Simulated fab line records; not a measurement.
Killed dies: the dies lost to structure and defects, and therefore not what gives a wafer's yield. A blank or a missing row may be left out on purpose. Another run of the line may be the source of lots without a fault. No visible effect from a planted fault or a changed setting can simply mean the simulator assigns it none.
Chamber matching / flow n5Finfet / N5_BEOL_M0_STRIP_104 on rieDiel-01: 4 sister chambers
The step strips in N2/H2. 8 wafers are shown with their chamber, then 8 later ones without.

EACH WAFER AND ITS CHAMBER
wafer=L074.4; chamber=3; drypumpMotorCurrentA (A)=5.7; throttleValvePct (%)=23.5
wafer=L081.2; chamber=1; drypumpMotorCurrentA (A)=5.9; throttleValvePct (%)=23.6
wafer=L084.3; chamber=0; drypumpMotorCurrentA (A)=6.0; throttleValvePct (%)=23.7
wafer=L084.6; chamber=0; drypumpMotorCurrentA (A)=6.0; throttleValvePct (%)=23.7
wafer=L090.1; chamber=2; drypumpMotorCurrentA (A)=5.6; throttleValvePct (%)=23.0
wafer=L090.4; chamber=1; drypumpMotorCurrentA (A)=5.9; throttleValvePct (%)=23.7
wafer=L090.5; chamber=2; drypumpMotorCurrentA (A)=5.5; throttleValvePct (%)=23.0
wafer=L093.1; chamber=3; drypumpMotorCurrentA (A)=5.7; throttleValvePct (%)=23.0

WAFERS MISSING THEIR CHAMBER
wafer=L093.2; drypumpMotorCurrentA (A)=5.9; throttleValvePct (%)=23.7
wafer=L093.6; drypumpMotorCurrentA (A)=6.0; throttleValvePct (%)=23.7
wafer=L094.3; drypumpMotorCurrentA (A)=5.7; throttleValvePct (%)=23.0
wafer=L094.4; drypumpMotorCurrentA (A)=5.8; throttleValvePct (%)=23.1
wafer=L094.6; drypumpMotorCurrentA (A)=6.0; throttleValvePct (%)=23.7
wafer=L097.3; drypumpMotorCurrentA (A)=5.5; throttleValvePct (%)=23.0
wafer=L097.4; drypumpMotorCurrentA (A)=5.9; throttleValvePct (%)=23.7
wafer=L097.6; drypumpMotorCurrentA (A)=6.0; throttleValvePct (%)=23.7

THE CHAMBER EACH PASSED THROUGH
wafer=L093.2; from the rows above=1; in truth=1
wafer=L093.6; from the rows above=0; in truth=0
wafer=L094.3; from the rows above=3; in truth=3
wafer=L094.4; from the rows above=can't be placed: 3 or 1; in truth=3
wafer=L094.6; from the rows above=0; in truth=0
wafer=L097.3; from the rows above=2; in truth=2
wafer=L097.4; from the rows above=1; in truth=1
wafer=L097.6; from the rows above=0; in truth=0
Correctly placed: 7 of 8. Can't be placed from these rows: 1 (the true chamber is among the candidates in 1). Placed wrongly: 0.
How it was worked out, from the rows above alone: a wafer's distance from a chamber is the root of the sum, over the readings, of the square of ((its reading less the chamber's mean) divided by the reading's scatter). The wafer belongs to the nearest chamber; if the next one is less than 2 further off, it can't be placed. A chamber's mean is the mean of its shown wafers. The scatter: the root of (the sum of the squares of (reading less its chamber's mean) over the shown wafers, divided by (wafers less chambers)).
